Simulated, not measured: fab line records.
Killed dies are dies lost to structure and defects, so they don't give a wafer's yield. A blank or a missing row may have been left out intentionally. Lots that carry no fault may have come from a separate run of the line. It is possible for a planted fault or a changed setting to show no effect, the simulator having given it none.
Matching of chambers    flow n5 finfet    rie diel-04 running N5_DUMMY_GATE_STRIP_48: 4 sister chambers
The step strips in N2/H2, time 20 s. 14 wafers are shown with their chamber, then 7 later ones without.

EACH WAFER AND ITS CHAMBER
wafer   chamber  showerhead plenum p Torr (Torr)  drypump motor current A (A)  throttle valve pct (%)
L075.1  2        3.48                             6.08                         12.41
L075.4  1        3.49                             6.18                         11.91
L075.6  3        3.14                             5.61                         11.77
L077.4  2        3.47                             6.06                         12.41
L077.5  3        3.14                             5.66                         11.78
L077.6  1        3.48                             6.19                         11.94
L078.2  2        3.47                             6.05                         12.44
L078.4  1        3.48                             6.16                         11.93
L078.5  2        3.47                             6.07                         12.42
L084.1  2        3.47                             6.07                         12.46
L084.4  0        3.23                             5.45                         12.01
L084.6  0        3.23                             5.45                         12.02
L087.2  3        3.13                             5.64                         11.82
L087.3  2        3.46                             6.10                         12.48

SIGNATURES (averages over the wafers above)
reading                   chamber 0  chamber 1  chamber 2  chamber 3  scatter within a chamber
showerhead plenum p Torr  3.2300     3.4833     3.4700     3.1367     0.00577
drypump motor current A   5.4500     6.1767     6.0717     5.6367     0.0179
throttle valve pct        12.0150    11.9267    12.4367    11.7900    0.0246
Rule: a wafer lies at a distance from a chamber equal to the root of the sum of squares, over the readings, of (its reading less the chamber's mean, divided by the reading's scatter). If the next closest chamber is less than 2 further off than the closest, the wafer can't be placed; otherwise it belongs to the closest. How the scatter is found: for the shown wafers, subtract from each reading the mean of its chamber, square and add these, divide the total by (wafers less chambers), then take the root.

WAFERS WITH NO CHAMBER GIVEN
wafer   showerhead plenum p Torr (Torr)  drypump motor current A (A)  throttle valve pct (%)
L087.4  3.47                             6.19                         11.98
L091.1  3.47                             6.19                         11.98
L091.5  3.13                             5.64                         11.86
L091.6  3.22                             5.45                         12.04
L094.2  3.47                             6.20                         12.00
L094.3  3.13                             5.61                         11.85
L094.5  3.46                             6.06                         12.50

THE CHAMBER EACH PASSED THROUGH
wafer   from the rows above  in truth
L087.4  1                    1
L091.1  1                    1
L091.5  3                    3
L091.6  0                    0
L094.2  1                    1
L094.3  3                    3
L094.5  2                    2
Placed correctly: 7 of 7. Left unplaced by these rows: 0. 0 placed wrongly.
